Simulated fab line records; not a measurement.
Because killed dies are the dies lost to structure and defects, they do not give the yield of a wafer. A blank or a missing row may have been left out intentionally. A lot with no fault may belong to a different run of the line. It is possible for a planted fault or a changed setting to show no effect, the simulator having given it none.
fab line records | flow n5-finfet
record lots=6 | wafers=18 | last-day=18
route steps=1938 shown BEOL_M7@1288 PASSIVATION@1936
lots that met no fault: taken from a fault-free run of the same line
start-h: hours from the record's first day to the start of the lot's first wafer shown | wait-h: hours from the lot's prior step to this one | " repeats the value in the row above | L1.1+2: one row covering several wafers at once | - no value, or no start was given | * or withheld: withheld | < > ~ a bound
route shown NAME@n: a module of which the file shows steps, and the number in the route of the first | usual: mean and standard deviation over wafers with no fault | same: alike in all rows | chamber/n: place in a boat | sites: readings site by site | _std_site: standard deviation across them | _edge_site: the outer-site mean with the inner-site mean subtracted | radius-mm: how far each site lies from the wafer's centre | mask NAME#n: copy n | behind: the most recent tool/chamber to have shaped the wafer | hold: why the lot was held/for how many hours/how that ended | device: whichever transistor did not switch (one of n, p or np) | end of line: the route-end tests of the same wafers | where a step has no rows: the recipe by itself | killed: at the first sort, the dies lost to defects and structure; wafer yield is something else | map: a wafer's dies, x killed, . not, _ none there
set.NAME: the setting that was run; set.NAME@STEP: the one run at that earlier step | model.NAME: the simulator's own value behind a step, which no gauge read
lots seen at some steps along the route; tables by step, rows by wafer
services: from which hour (start-h, from the record's first day; less than 0 if before it) a tool's chamber was out of use, for how many hours, and why
## steps
# step N5_BEOL_M7_COAT_64
# recipe resist=SiARC | temp-c=220 | time-s=60 | spin-rpm=1500 | resist-thk-nm=12
# step N5_BEOL_M7_COAT_71
# recipe resist=underlayer | temp-c=205 | time-s=60 | spin-rpm=1500 | resist-thk-nm=5
# step N5_BEOL_M7_COAT_22
# recipe resist=CAR-EUV | spin-rpm=1500 | resist-thk-nm=30
# step N5_BEOL_M7_EBR_24
# recipe solvent=PGMEA | ebr-width-mm=1.5
# step N5_BEOL_M7_SOFTBAKE_23
# recipe temp-c=110 | time-s=60 | resist=CAR-EUV
# step N5_BEOL_M7_EXPOSE_25
# recipe mask-id=V6 | na=0.33 | source-shape=annular | sigma-inner=0.4 | sigma-outer=0.8 | polarization=unpolarized | target-cd-nm=40 | dose-mj=42.5
# step N5_BEOL_M7_PEB_26
# recipe peb-temp-c=100 | peb-time-s=60 | resist=CAR-EUV
# step N5_BEOL_M7_DEVELOP_27
# recipe develop-time-s=30 | developer=TMAH | resist=CAR-EUV | rinse-liquid=surfactant-rinse | dry=air-spin | dev-temp-c=23
# step N5_BEOL_M7_CD_MEAS_28
# recipe target-cd-nm=40 | landing-energy-ev=500 | detector=se-inlens
# usual cd-nm=39.97/0.27
lot.wafer | tool      | chamber | start-h | wait-h | cd-nm
L499.2    | cd-sem-03 | 0       | 195.54  | -      | 39.76
L499.3    | "         | 0       | "       | "      | 40.25
L499.6    | "         | 0       | "       | "      | 39.55
L506.1    | cd-sem-02 | 0       | 230.95  | -      | 40.01
L506.4    | "         | 0       | "       | "      | 40.25
L506.6    | "         | 0       | "       | "      | 39.79
L511.2    | cd-sem-02 | 0       | 258.31  | -      | 39.54
L511.4    | "         | 0       | "       | "      | 39.82
L511.6    | "         | 0       | "       | "      | 40.17
L510.1    | cd-sem-01 | 0       | 259.98  | -      | 40.01
L510.3    | "         | 0       | "       | "      | 40.04
L510.4    | "         | 0       | "       | "      | 39.44
L520.1    | cd-sem-01 | 0       | 322.30  | -      | 40.20
L520.5    | "         | 0       | "       | "      | 39.97
L520.6    | "         | 0       | "       | "      | 40.09
L522.1    | cd-sem-01 | 0       | 344.67  | -      | 40.04
L522.2    | "         | 0       | "       | "      | 40.27
L522.4    | "         | 0       | "       | "      | 40.09
# step N5_BEOL_M7_OVL_MEAS_29
# recipe points-per-wafer=522
# usual V6_OVL=0.0/0.71
lot.wafer | tool       | chamber | start-h | wait-h | V6_OVL[nm]
L499.2    | overlay-01 | 0       | 195.57  | 0.0    | -0.1
L499.3    | "          | 0       | "       | "      | -0.4
L499.6    | "          | 0       | "       | "      | -0.5
L506.1    | overlay-02 | 0       | 230.98  | 0.0    | 0.0
L506.4    | "          | 0       | "       | "      | 0.2
L506.6    | "          | 0       | "       | "      | -0.3
L511.2    | overlay-01 | 0       | 258.35  | 0.0    | 0.2
L511.4    | "          | 0       | "       | "      | -0.5
L511.6    | "          | 0       | "       | "      | -0.9
L510.1    | overlay-01 | 0       | 260.01  | 0.0    | 0.2
L510.3    | "          | 0       | "       | "      | 1.6
L510.4    | "          | 0       | "       | "      | 1.0
L520.1    | overlay-01 | 0       | 322.33  | 0.0    | -1.1
L520.5    | "          | 0       | "       | "      | -0.6
L520.6    | "          | 0       | "       | "      | -0.5
L522.1    | overlay-01 | 0       | 344.70  | 0.0    | -0.1
L522.2    | "          | 0       | "       | "      | 0.2
L522.4    | "          | 0       | "       | "      | -0.6
# step N5_BEOL_M7_INSPECT_30
# recipe mode=adi | inspect-instrument=brightfield
# usual raw-defect-count=391/84
lot.wafer | tool              | chamber | start-h | wait-h | raw-defect-count
L499.2    | defect-inspect-02 | -       | 195.62  | 0.0    | 304
L499.3    | "                 | -       | "       | "      | 354
L499.6    | "                 | -       | "       | "      | 295
L506.1    | defect-inspect-02 | -       | 231.04  | 0.1    | 396
L506.4    | "                 | -       | "       | "      | 426
L506.6    | "                 | -       | "       | "      | 404
L511.2    | defect-inspect-02 | -       | 258.40  | 0.0    | 433
L511.4    | "                 | -       | "       | "      | 320
L511.6    | "                 | -       | "       | "      | 371
L510.1    | defect-inspect-02 | -       | 260.07  | 0.1    | 357
L510.3    | "                 | -       | "       | "      | 332
L510.4    | "                 | -       | "       | "      | 572
L520.1    | defect-inspect-02 | -       | 322.38  | 0.1    | 355
L520.5    | "                 | -       | "       | "      | 275
L520.6    | "                 | -       | "       | "      | 298
L522.1    | defect-inspect-02 | -       | 344.77  | 0.1    | 276
L522.2    | "                 | -       | "       | "      | 340
L522.4    | "                 | -       | "       | "      | 363
# step N5_BEOL_M7_DESCUM_33
# recipe chemistry=O2 | time-s=7 | source-power-w=50 | bias-power-w=20 | pressure-mtorr=20 | rf-frequency-hz=2.712e+07 | temp-c=40 | resist=CAR-EUV | o2-flow-sccm=225
# usual drypump-motor-current-A=5.7/0.58 | o2-flow-sccm=224.9/0.7 | oes-product-au=0.80/0.085 | rf-vpp-V=243.2/1.2 | showerhead-plenum-p-Torr=2.09/0.069 | throttle-valve-pct=20.33/0.3
lot.wafer | tool        | chamber | start-h | wait-h | drypump-motor-current-A | o2-flow-sccm | oes-product-au | rf-hours-counter-h | rf-vpp-V | showerhead-plenum-p-Torr | throttle-valve-pct
L499.2    | rie-diel-01 | 2       | 195.66  | 0.0    | 6.1                     | 224.9        | 0.95           | 20                 | 242.3    | 2.03                     | 19.81
L499.3    | "           | 1       | "       | "      | 5.2                     | 225.3        | 0.71           | 213                | 243.1    | 2.06                     | 20.76
L499.6    | "           | 1       | "       | "      | 5.2                     | 226.0        | 0.71           | -                  | 243.3    | 2.06                     | 20.78
L506.1    | rie-diel-03 | 3       | 231.20  | 0.2    | 6.2                     | 224.7        | 0.71           | 218                | 243.6    | 2.17                     | 20.46
L506.4    | "           | 1       | "       | "      | 5.3                     | 224.3        | 0.74           | 185                | 244.1    | 2.06                     | 20.15
L506.6    | "           | 1       | "       | "      | 5.3                     | 224.6        | 0.74           | -                  | 243.7    | 2.06                     | 20.17
L511.2    | rie-diel-01 | 1       | 258.44  | 0.0    | 5.2                     | 226.8        | 0.69           | 232                | 243.4    | 2.06                     | 20.80
L511.4    | "           | 3       | "       | "      | 6.4                     | 225.1        | 0.84           | 81                 | 241.5    | 2.03                     | 20.30
L511.6    | "           | 2       | "       | "      | 6.1                     | 224.4        | 0.91           | -                  | 242.4    | 2.02                     | 19.85
L510.1    | rie-diel-01 | 1       | 260.10  | 0.0    | 5.2                     | 225.8        | 0.69           | 233                | 242.3    | 2.06                     | 20.80
L510.3    | "           | 3       | "       | "      | 6.4                     | 224.1        | 0.86           | 82                 | 243.6    | 2.03                     | 20.30
L510.4    | "           | 0       | "       | "      | 4.8                     | 224.7        | 0.85           | 69                 | 243.1    | 2.11                     | 20.21
L520.1    | rie-diel-03 | 0       | 322.42  | 0.0    | 5.0                     | 225.3        | 0.80           | 115                | 243.2    | 2.10                     | 20.08
L520.5    | "           | 1       | "       | "      | 5.3                     | 224.7        | 0.73           | -                  | 243.4    | 2.05                     | 20.17
L520.6    | "           | 0       | "       | "      | 5.0                     | 224.7        | 0.80           | -                  | 243.9    | 2.10                     | 20.08
L522.1    | rie-diel-01 | 0       | 345.19  | 0.4    | 4.7                     | 224.0        | 0.83           | 92                 | 242.4    | 2.10                     | 20.25
L522.2    | "           | 2       | "       | "      | 6.1                     | 224.6        | 0.87           | 64                 | 242.3    | 2.01                     | 19.89
L522.4    | "           | 3       | "       | "      | 6.4                     | 225.7        | 0.82           | -                  | 241.9    | 2.02                     | 20.34
# step N5_BEOL_M7_ETCH_72
# recipe chemistry=N2/H2 | target=underlayer | target-depth-a=65 | mask-material=CAR-EUV | time-s=5.2 | ion-energy-ev=200 | pressure-mtorr=30 | source-w=840 | bias-w=150 | n2-flow-sccm=200 | h2-flow-sccm=200 | ends=cleared
# usual bias-w=149.9/0.47 | chamber-pressure-mTorr=30.01/0.042 | drypump-motor-current-A=5.7/0.58 | etch-rf-on-time-s=5.20/0.13 | n2-flow-sccm=200.0/0.65 | oes-product-au=0.68/0.071 | rf-vpp-V=523.8/2.5 | showerhead-plenum-p-Torr=2.54/0.074 | throttle-valve-pct=17.75/0.24
lot.wafer | tool        | chamber | start-h | wait-h | bias-w | chamber-pressure-mTorr | drypump-motor-current-A | etch-rf-on-time-s | n2-flow-sccm | oes-product-au | rf-hours-counter-h | rf-vpp-V | showerhead-plenum-p-Torr | throttle-valve-pct | model.CAR-EUV_of_BEOL_M7_COAT_22.thk-nm
L499.2    | rie-diel-01 | 2       | 195.69  | 0.0    | 149.5  | 29.97                  | 6.1                     | 4.99              | 200.3        | 0.80           | 20                 | 521.5    | 2.51                     | 17.53              | 20.4
L499.3    | "           | 1       | "       | "      | 150.3  | 29.98                  | 5.2                     | 5.15              | 198.5        | 0.60           | 213                | 522.5    | 2.51                     | 18.20              | 20.2
L499.6    | "           | 1       | "       | "      | 150.3  | 29.97                  | 5.2                     | 5.13              | 199.3        | 0.60           | -                  | 521.3    | 2.51                     | 18.19              | 20.4
L506.1    | rie-diel-03 | 3       | 231.24  | 0.0    | 150.0  | 30.02                  | 6.3                     | 5.29              | 200.3        | 0.60           | 218                | 524.8    | 2.61                     | 17.73              | 20.4
L506.4    | "           | 1       | "       | "      | 149.8  | 29.97                  | 5.3                     | 4.94              | 199.1        | 0.64           | 185                | 523.2    | 2.53                     | 17.76              | 20.4
L506.6    | "           | 1       | "       | "      | 149.8  | 30.02                  | 5.3                     | 4.96              | 200.2        | 0.65           | -                  | 522.6    | 2.53                     | 17.75              | 20.4
L511.2    | rie-diel-01 | 1       | 258.47  | 0.0    | -      | -                      | -                       | -                 | -            | -              | -                  | -        | -                        | -                  | 26
L511.4    | "           | 3       | "       | "      | -      | -                      | -                       | -                 | -            | -              | -                  | -        | -                        | -                  | 26.2
L511.6    | "           | 2       | "       | "      | -      | -                      | -                       | -                 | -            | -              | -                  | -        | -                        | -                  | 26
L510.1    | rie-diel-01 | 1       | 260.13  | 0.0    | -      | -                      | -                       | -                 | -            | -              | -                  | -        | -                        | -                  | 26.2
L510.3    | "           | 3       | "       | "      | -      | -                      | -                       | -                 | -            | -              | -                  | -        | -                        | -                  | 26.2
L510.4    | "           | 0       | "       | "      | -      | -                      | -                       | -                 | -            | -              | -                  | -        | -                        | -                  | 26.2
L520.1    | rie-diel-03 | 0       | 322.45  | 0.0    | 150.5  | 29.97                  | 5.0                     | 5.15              | 200.4        | 0.69           | 115                | 523.4    | 2.55                     | 17.47              | 20.4
L520.5    | "           | 1       | "       | "      | 150.0  | 29.98                  | 5.3                     | 5.10              | 198.8        | 0.64           | -                  | 525.2    | 2.52                     | 17.77              | 20.2
L520.6    | "           | 0       | "       | "      | 150.0  | 30.05                  | 5.0                     | 5.22              | 200.3        | 0.69           | -                  | 522.2    | 2.55                     | 17.51              | 20.2
L522.1    | rie-diel-01 | 0       | 345.23  | 0.0    | 149.9  | 29.96                  | 4.8                     | 5.19              | 199.5        | 0.70           | 92                 | 526.2    | 2.55                     | 17.66              | 20.4
L522.2    | "           | 2       | "       | "      | 150.8  | 30.03                  | 6.1                     | 5.02              | 201.1        | 0.75           | 64                 | 523.1    | 2.49                     | 17.59              | 20.4
L522.4    | "           | 3       | "       | "      | 149.1  | 29.99                  | 6.4                     | 5.14              | 200.0        | 0.71           | -                  | 522.2    | 2.46                     | 17.76              | 20.4
# step N5_BEOL_M7_ETCH_65
# recipe chemistry=CF4 | target=SiARC | target-depth-a=156 | mask-material=CAR-EUV | time-s=26 | ion-energy-ev=80 | pressure-mtorr=40 | source-w=545 | bias-w=36 | Ar_flow_sccm=100 | cf4-flow-sccm=100 | ends=cleared
# usual bias-w=36.01/0.11 | cf4-flow-sccm=100.0/0.31 | drypump-motor-current-A=5.7/0.59 | etch-rf-on-time-s=26.2/0.72 | oes-product-au=0.68/0.072 | rf-vpp-V=184.1/1.1 | showerhead-plenum-p-Torr=2.14/0.065 | throttle-valve-pct=15.54/0.24
lot.wafer | tool        | chamber | start-h | wait-h | bias-w | cf4-flow-sccm | drypump-motor-current-A | etch-rf-on-time-s | oes-product-au | rf-hours-counter-h | rf-vpp-V | showerhead-plenum-p-Torr | throttle-valve-pct | model.CAR-EUV_of_BEOL_M7_COAT_22.thk-nm
L499.2    | rie-diel-01 | 2       | 195.71  | 0.0    | 35.99  | 99.7          | 6.1                     | 24.7              | 0.82           | 20                 | 183.5    | 2.10                     | 15.19              | 11.2
L499.3    | "           | 1       | "       | "      | 36.12  | 99.7          | 5.2                     | 25.8              | 0.60           | 213                | 183.2    | 2.10                     | 15.89              | 11
L499.6    | "           | 1       | "       | "      | 35.98  | 99.7          | 5.2                     | 25.7              | 0.61           | -                  | 183.4    | 2.10                     | 15.90              | 11.2
L506.1    | rie-diel-03 | 3       | 231.26  | 0.0    | 36.08  | 100.3         | 6.2                     | 27.0              | 0.60           | 218                | 185.1    | 2.22                     | 15.73              | 11.2
L506.4    | "           | 1       | "       | "      | 36.06  | 100.0         | 5.3                     | 25.1              | 0.64           | 185                | 183.0    | 2.13                     | 15.51              | 11.2
L506.6    | "           | 1       | "       | "      | 36.00  | 99.8          | 5.3                     | 25.2              | 0.64           | -                  | 182.7    | 2.13                     | 15.51              | 11.2
L511.2    | rie-diel-01 | 1       | 258.49  | 0.0    | 35.83  | 100.3         | 5.2                     | 26.3              | 0.59           | 233                | 183.8    | 2.09                     | 15.94              | 16.8
L511.4    | "           | 3       | "       | "      | 36.10  | 100.2         | 6.4                     | 26.5              | 0.70           | 81                 | 181.5    | 2.09                     | 15.48              | 17
L511.6    | "           | 2       | "       | "      | 35.87  | 100.2         | 6.1                     | 24.9              | 0.79           | -                  | 183.4    | 2.09                     | 15.23              | 16.8
L510.1    | rie-diel-01 | 1       | 260.15  | 0.0    | 36.13  | 100.3         | 5.2                     | 26.0              | 0.59           | 233                | 182.8    | 2.09                     | 15.95              | 17
L510.3    | "           | 3       | "       | "      | 35.94  | 100.0         | 6.4                     | 26.5              | 0.71           | 82                 | 182.4    | 2.09                     | 15.49              | 17
L510.4    | "           | 0       | "       | "      | 35.91  | 99.7          | 4.8                     | 26.0              | 0.73           | 69                 | 183.7    | 2.17                     | 15.46              | 17
L520.1    | rie-diel-03 | 0       | 322.47  | 0.0    | 35.99  | 99.9          | 5.1                     | 25.8              | 0.68           | 115                | 183.8    | 2.15                     | 15.26              | 11.2
L520.5    | "           | 1       | "       | "      | 36.11  | 99.9          | 5.3                     | 25.2              | 0.63           | -                  | 182.1    | 2.13                     | 15.53              | 11.2
L520.6    | "           | 0       | "       | "      | 35.94  | 99.7          | 5.0                     | 25.6              | 0.69           | -                  | 183.8    | 2.15                     | 15.26              | 11
L522.1    | rie-diel-01 | 0       | 345.24  | 0.0    | 36.01  | 100.0         | 4.7                     | 25.8              | 0.71           | 92                 | 182.5    | 2.16                     | 15.48              | 11.2
L522.2    | "           | 2       | "       | "      | 36.10  | 99.8          | 6.1                     | 24.9              | 0.75           | 64                 | 184.0    | 2.08                     | 15.28              | 11.2
L522.4    | "           | 3       | "       | "      | 36.07  | 100.3         | 6.4                     | 26.4              | 0.69           | -                  | 184.4    | 2.08                     | 15.53              | 11.2
# step N5_BEOL_M7_ETCH_66
# recipe chemistry=N2/H2 | target=SOC | target-depth-a=800 | overetch-a=160 | mask-material=SiARC | temp-c=40 | time-s=120 | ion-energy-ev=200 | pressure-mtorr=30 | source-w=840 | bias-w=150 | n2-flow-sccm=200 | h2-flow-sccm=200
# usual bias-w=150.1/0.46 | chamber-pressure-mTorr=30.001/0.028 | drypump-motor-current-A=5.7/0.58 | n2-flow-sccm=199.9/0.59 | oes-product-au=0.61/0.06 | rf-vpp-V=523.8/2.3 | showerhead-plenum-p-Torr=2.54/0.074 | throttle-valve-pct=17.71/0.24
lot.wafer | tool        | chamber | start-h | wait-h | bias-w | chamber-pressure-mTorr | drypump-motor-current-A | n2-flow-sccm | oes-product-au | rf-hours-counter-h | rf-vpp-V | showerhead-plenum-p-Torr | throttle-valve-pct
L499.2    | rie-diel-01 | 2       | 195.74  | 0.0    | 149.5  | 29.996                 | 6.1                     | 199.6        | 0.71           | 20                 | 521.1    | 2.51                     | 17.46
L499.3    | "           | 1       | "       | "      | 149.6  | 29.977                 | 5.2                     | 198.9        | 0.54           | 213                | 524.0    | 2.51                     | 18.16
L499.6    | "           | 1       | "       | "      | 150.5  | 29.990                 | 5.2                     | 200.1        | 0.54           | -                  | 523.0    | 2.51                     | 18.14
L506.1    | rie-diel-03 | 3       | 231.28  | 0.0    | 150.6  | 29.964                 | 6.2                     | 200.5        | 0.54           | 218                | 526.1    | 2.61                     | 17.70
L506.4    | "           | 1       | "       | "      | 150.2  | 30.013                 | 5.3                     | 200.0        | 0.56           | 185                | 523.1    | 2.53                     | 17.71
L506.6    | "           | 1       | "       | "      | 150.2  | 29.977                 | 5.3                     | 201.1        | 0.56           | -                  | 522.3    | 2.53                     | 17.70
L511.2    | rie-diel-01 | 1       | 258.52  | 0.0    | 149.9  | 30.022                 | 5.2                     | 199.1        | 0.54           | 233                | 523.4    | 2.50                     | 18.21
L511.4    | "           | 3       | "       | "      | 150.2  | 30.017                 | 6.4                     | 199.9        | 0.65           | 81                 | 520.4    | 2.47                     | 17.70
L511.6    | "           | 2       | "       | "      | 150.7  | 30.005                 | 6.1                     | 199.7        | 0.68           | -                  | 524.0    | 2.50                     | 17.50
L510.1    | rie-diel-01 | 1       | 260.18  | 0.0    | 149.5  | 29.980                 | 5.2                     | 199.6        | 0.53           | 233                | 523.9    | 2.50                     | 18.18
L510.3    | "           | 3       | "       | "      | 150.3  | 30.038                 | 6.4                     | 200.3        | 0.65           | 82                 | 521.2    | 2.47                     | 17.70
L510.4    | "           | 0       | "       | "      | 150.6  | 29.942                 | 4.7                     | 199.6        | 0.65           | 69                 | 524.9    | 2.56                     | 17.58
L520.1    | rie-diel-03 | 0       | 322.50  | 0.0    | 149.7  | 29.991                 | 5.0                     | 199.9        | 0.61           | 116                | 524.3    | 2.56                     | 17.44
L520.5    | "           | 1       | "       | "      | 149.3  | 29.987                 | 5.3                     | 199.7        | 0.55           | -                  | 523.5    | 2.52                     | 17.72
L520.6    | "           | 0       | "       | "      | 149.9  | 30.043                 | 5.0                     | 200.2        | 0.61           | -                  | 524.0    | 2.56                     | 17.44
L522.1    | rie-diel-01 | 0       | 345.27  | 0.0    | 149.3  | 30.023                 | 4.8                     | 198.2        | 0.63           | 92                 | 525.3    | 2.55                     | 17.60
L522.2    | "           | 2       | "       | "      | 149.2  | 29.951                 | 6.1                     | 200.3        | 0.66           | 64                 | 522.8    | 2.49                     | 17.55
L522.4    | "           | 3       | "       | "      | 149.3  | 30.003                 | 6.4                     | 200.6        | 0.63           | -                  | 522.2    | 2.46                     | 17.71
# step N5_PASSIVATION_PROBE_49
# usual defect-limited-yield=90.9/1.5 | killed_at_M0_to_M3=36/10 | killed_at_M4_up=13/5.5 | killed-at-contacts=12/5.6 | killed-at-front-end=42/12 | killed-at-other=4/3.2 | killed-dies=108/18 | killed-open=71/13 | killed-short=34/7.8 | sort_bin_5_function=5.4/1 | sort_bin_6_memory=3.4/0.68 | sort-n-pass=1072/18 | sort-yield-pct=90.9/1.5
# same gross-dies=1180 | killed-at-back-side=0 | sort_bin_4_leakage[%]=0 | sort_bin_8_speed[%]=0
lot.wafer | tool      | chamber | start-h | wait-h | defect-limited-yield[%] | killed_at_M0_to_M3 | killed_at_M4_up | killed-at-contacts | killed-at-front-end | killed-at-other | killed-dies | killed-open | killed-short | sort_bin_5_function[%] | sort_bin_6_memory[%] | sort-n-pass | sort-yield-pct[%]
L506.1    | prober-01 | -       | 313.44  | 0.0    | 89.6                    | 31                 | 17              | 12                 | 62                  | 1               | 123         | 77          | 39           | 5.9                    | 3.8                  | 1057        | 89.6
L506.4    | prober-01 | -       | 313.59  | 0.2    | 91.5                    | 33                 | 14              | 6                  | 44                  | 3               | 100         | 56          | 36           | 4.8                    | 3.1                  | 1080        | 91.5
L506.6    | prober-01 | -       | 313.69  | 0.3    | 91.9                    | 26                 | 17              | 18                 | 33                  | 1               | 95          | 68          | 27           | 5.2                    | 2.7                  | 1085        | 91.9
L510.1    | prober-01 | -       | 347.91  | 0.0    | 91.4                    | 40                 | 18              | 8                  | 31                  | 5               | 102         | 73          | 29           | 5.0                    | 3.4                  | 1078        | 91.4
L510.3    | prober-01 | -       | 348.01  | 0.1    | 92.1                    | 45                 | 15              | 8                  | 19                  | 6               | 93          | 66          | 26           | 4.9                    | 2.8                  | 1087        | 92.1
L510.4    | prober-01 | -       | 348.06  | 0.2    | 91.9                    | 34                 | 9               | 16                 | 35                  | 2               | 96          | 66          | 27           | 5.3                    | 2.6                  | 1084        | 91.9
# killed by level:class
L506.1 STI_FIN_REVEAL:geometric-particle:open=16 MOL_CONTACT_COAG:geometric-particle:open=10 BEOL_M0_SAQP:geometric-particle:open=10 DUMMY_GATE:geometric-particle:open=9 BEOL_M0_SAQP:geometric-particle:short=8 BEOL_M4:geometric-particle:open=7 FIN_SAQP:geometric-particle:short=6 HKMG_FIN:area-etch=6
L506.4 STI_FIN_REVEAL:geometric-particle:open=11 BEOL_M2:geometric-particle:open=8 BEOL_M4:geometric-particle:open=6 BEOL_M0_SAQP:geometric-particle:short=6 STARTING-WAFER:geometric-particle:short=5 FIN_SAQP:geometric-particle:open=4 MOL_CONTACT_COAG:geometric-particle:open=4 BEOL_M0_SAQP:geometric-particle:open=4
L506.6 STI_FIN_REVEAL:geometric-particle:open=13 MOL_CONTACT_COAG:geometric-particle:open=13 BEOL_M0_SAQP:geometric-particle:open=8 BEOL_M4:geometric-particle:open=8 BEOL_M2:geometric-particle:open=7 FIN_SAQP:geometric-particle:short=5 MOL_CONTACT_COAG:geometric-particle:short=5 BEOL_M3:geometric-particle:open=5
L510.1 BEOL_M4:geometric-particle:open=13 BEOL_M2:geometric-particle:open=12 FIN_SAQP:geometric-particle:open=9 DUMMY_GATE:geometric-particle:open=9 BEOL_M0_SAQP:geometric-particle:short=8 MOL_CONTACT_COAG:geometric-particle:open=7 BEOL_M0_SAQP:geometric-particle:open=7 BEOL_M3:geometric-particle:open=6
L510.3 BEOL_M1:geometric-particle:open=11 MOL_CONTACT_COAG:geometric-particle:open=8 BEOL_M0_SAQP:geometric-particle:open=7 BEOL_M3:geometric-particle:open=6 BEOL_M2:geometric-particle:open=6 DUMMY_GATE:geometric-particle:open=5 FIN_SAQP:geometric-particle:open=4 BEOL_M0_SAQP:geometric-particle:short=4
L510.4 MOL_CONTACT_COAG:geometric-particle:open=15 DUMMY_GATE:geometric-particle:open=10 BEOL_M0_SAQP:geometric-particle:short=9 STI_FIN_REVEAL:geometric-particle:open=7 BEOL_M0_SAQP:geometric-particle:open=6 BEOL_M0:geometric-particle:open=6 FIN_SAQP:geometric-particle:short=5 BEOL_M1:geometric-particle:open=4
## services
tool        | chamber | start-h | hours | kind
rie-diel-01 | 1       | 240.27  | 4.0   | repair
rie-diel-03 | 2       | 265.86  | -     | clean
rie-diel-03 | 2       | 265.86  | -     | consumable-replace:focus-ring
rie-diel-03 | 2       | 265.86  | -     | consumable-replace:showerhead
rie-diel-03 | 2       | 265.86  | 14.9  | scheduled-down
rie-diel-03 | 2       | 265.86  | 14.9  | vent-cycle
rie-diel-03 | 3       | 316.84  | -     | clean
rie-diel-03 | 3       | 316.84  | -     | consumable-replace:focus-ring
rie-diel-03 | 3       | 316.84  | 13.1  | scheduled-down
rie-diel-03 | 3       | 316.84  | 13.1  | vent-cycle
rie-diel-01 | 1       | 324.46  | -     | clean
rie-diel-01 | 1       | 324.46  | -     | consumable-replace:focus-ring
rie-diel-01 | 1       | 324.46  | 33.2  | scheduled-down
rie-diel-01 | 1       | 324.46  | 33.2  | vent-cycle
## key
first-sign step=N5_BEOL_M7_ETCH_72 | reading=tool-record | direction=missing
effect none on later readings
model-effect step=N5_BEOL_M7_ETCH_72 | value=CAR-EUV_of_BEOL_M7_COAT_22.thk-nm | without=20.43 | struck=26.13
model-effect step=N5_BEOL_M7_ETCH_65 | value=CAR-EUV_of_BEOL_M7_COAT_22.thk-nm | without=11.2 | struck=16.93
met-at N5_BEOL_M7_ETCH_72
struck-wafers L510.1,L510.3,L510.4,L511.2,L511.4,L511.6
onset-between 195.69 258.47
fault kind=skipped-step-whole | tool=rie-diel-01 | chamber=- | onset-h=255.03 | steps=N5_BEOL_M7_ETCH_72 | scope=struck-lots-only
